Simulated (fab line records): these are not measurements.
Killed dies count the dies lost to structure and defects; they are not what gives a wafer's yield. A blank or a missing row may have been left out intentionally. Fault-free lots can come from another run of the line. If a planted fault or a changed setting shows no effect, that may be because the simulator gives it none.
Comparing a struck lot with a sound one || flow n5-finfet || 16 steps out of a route of 1938
Sound: these wafers, L890.3, L890.5, L890.6. Struck: wafer L898.5. (L898.3, L898.4 of the same lot were not struck and are left out.) The cause comes at the end.
Order at every step that has rows: each side's tool, ch and its chambers, its first start. Under that, the readings that differ: sound wafers || struck wafers || difference of the means || sigmas: that difference in standard deviations of wafers without a fault.
alike: a reading whose means differ by less than 2 such deviations, as well as words and numbers matching on both sides. not compared: withheld readings; readings where some wafer has no value; bounds like >300 that might hide an equal value; numbers whose values overlap and for which the record gives no deviation.
Wherever a step has rows on one side only, a row that says differs or no value, or a row with sigmas, the two part there. Numbers that don't overlap but have no deviation are shown without sigmas and don't part them. A reading that every wafer of one side lacks parts them only if that side has two wafers or more.

first, 4 steps without rows for these wafers: N5_BEOL_M4_SOFTBAKE_23 (time 60 s); N5_BEOL_M4_EXPOSE_25 (exposes mask V3, defocus 5 nm); N5_BEOL_M4_PEB_26 (peb time 60 s); N5_BEOL_M4_DEVELOP_27 (develop time 30 s).
N5_BEOL_M4_CD_MEAS_28: target cd 26.2 nm, target cd y 24.1 nm.
  sound on cd-sem-02 ch 0, day 8 03:00; struck on cd-sem-01 ch 0, day 9 16:57
  alike: cd-nm
N5_BEOL_M4_OVL_MEAS_29:
  sound on overlay-02 ch 0, day 8 03:02; struck on overlay-01 ch 0, day 9 16:59
  alike: V3_OVL
N5_BEOL_M4_INSPECT_30: inspects for defects (brightfield).
  sound on defect-inspect-02, day 8 03:05; struck on defect-inspect-02, day 9 17:02
  alike: raw-defect-count
N5_BEOL_M4_DESCUM_33: chemistry O2, time 7 s.
  sound on rie-diel-01 ch 1,2,3, day 8 03:07; struck on rie-diel-02 ch 3, day 9 17:14
{"reading": "drypump-motor-current-A (A)", "sound": "6.2 6.1 5.6", "struck": 4.9, "difference": -1.1, "sigmas": -2}
  alike: oes-product-au, rf-vpp-V, showerhead-plenum-p-Torr, throttle-valve-pct
  not compared: rf-hours-counter-h
N5_BEOL_M4_ETCH_77: etches underlayer in N2/H2, target depth 6.5 nm, time 5.2 s.
  sound on rie-diel-01 ch 1,2,3, day 8 03:10; struck on rie-diel-02 ch 3, day 9 17:16
{"reading": "drypump-motor-current-A (A)", "sound": "6.2 6.1 5.6", "struck": 4.9, "difference": -1.1, "sigmas": -2}
  alike: etch-rf-on-time-s, oes-product-au, rf-vpp-V, showerhead-plenum-p-Torr, throttle-valve-pct
  not compared: rf-hours-counter-h
N5_BEOL_M4_ETCH_69: etches SiARC in CF4, target depth 15.6 nm, time 26 s.
  sound on rie-diel-01 ch 1,2,3, day 8 03:10; struck on rie-diel-02 ch 3, day 9 17:17
{"reading": "drypump-motor-current-A (A)", "sound": "6.2 6.1 5.6", "struck": 4.9, "difference": -1.1, "sigmas": -2}
  alike: etch-rf-on-time-s, oes-product-au, rf-vpp-V, showerhead-plenum-p-Torr, throttle-valve-pct
  not compared: rf-hours-counter-h
N5_BEOL_M4_ALD_98: deposits SiO2, target thk 2.5 nm, pulse time 1 s, co reactant pulse time 1 s.
  sound on ald-sin-03 ch 1,2, day 8 03:16; struck on ald-sin-02 ch 2, day 9 17:28
  alike: heater-power-outer-w, heater-power-w, precursor-pulse-height-rel
N5_BEOL_M4_ETCHBACK_99: etches SiO2 in CHF3, target depth 5 nm, time 10.4 s.
  sound on rie-diel-04 ch 1,2,3, day 8 05:44; struck on rie-diel-04 ch 2, day 9 18:38
  alike: CHF3_flow_sccm, drypump-motor-current-A, oes_f_703_au, oes-product-au, rf-vpp-V, showerhead-plenum-p-Torr, throttle-valve-pct
  not compared: rf-hours-counter-h
N5_BEOL_M4_ETCH_70: etches SOC in N2/H2, target depth 80 nm, overetch 24 nm, time 130 s.
  sound on rie-diel-04 ch 1,2,3, day 8 05:46; struck on rie-diel-04 ch 2, day 9 18:40
{"reading": "model.SiARC_of_BEOL_M4_COAT_68.thk-nm (nm)", "sound": "6 6 6", "struck": 2.2, "difference": -3.8, "sigmas": ""}
  alike: drypump-motor-current-A, oes-product-au, rf-vpp-V, showerhead-plenum-p-Torr, throttle-valve-pct
  not compared: rf-hours-counter-h
then, 1 step without rows for these wafers: N5_BEOL_M4_STRIP_71 (strips in N2/H2).
N5_BEOL_M4_RC_MEAS_101:
  sound on prober-01 ch 0, day 8 10:14; struck on prober-01 ch 0, day 10 01:02
  alike: DIBL_N, DIBL_P, IOFF_N, IOFF_P, ION_N, ION_P, SS_N, SS_P, VT_N, VT_P
-- record jumps: 4 days separate the struck wafers' starts on either side; left off in module BEOL_M4, taken up again in module PASSIVATION, whose first shown step is the route's number 1936 --
N5_PASSIVATION_PROBE_49:
  rows exist in the record for the struck wafers here (prober-02, day 14 06:07), but not for the sound ones

WHERE THEY PART
First at N5_BEOL_M4_DESCUM_33; last, within this record, at N5_PASSIVATION_PROBE_49.

WHY: whatever the simulator had introduced
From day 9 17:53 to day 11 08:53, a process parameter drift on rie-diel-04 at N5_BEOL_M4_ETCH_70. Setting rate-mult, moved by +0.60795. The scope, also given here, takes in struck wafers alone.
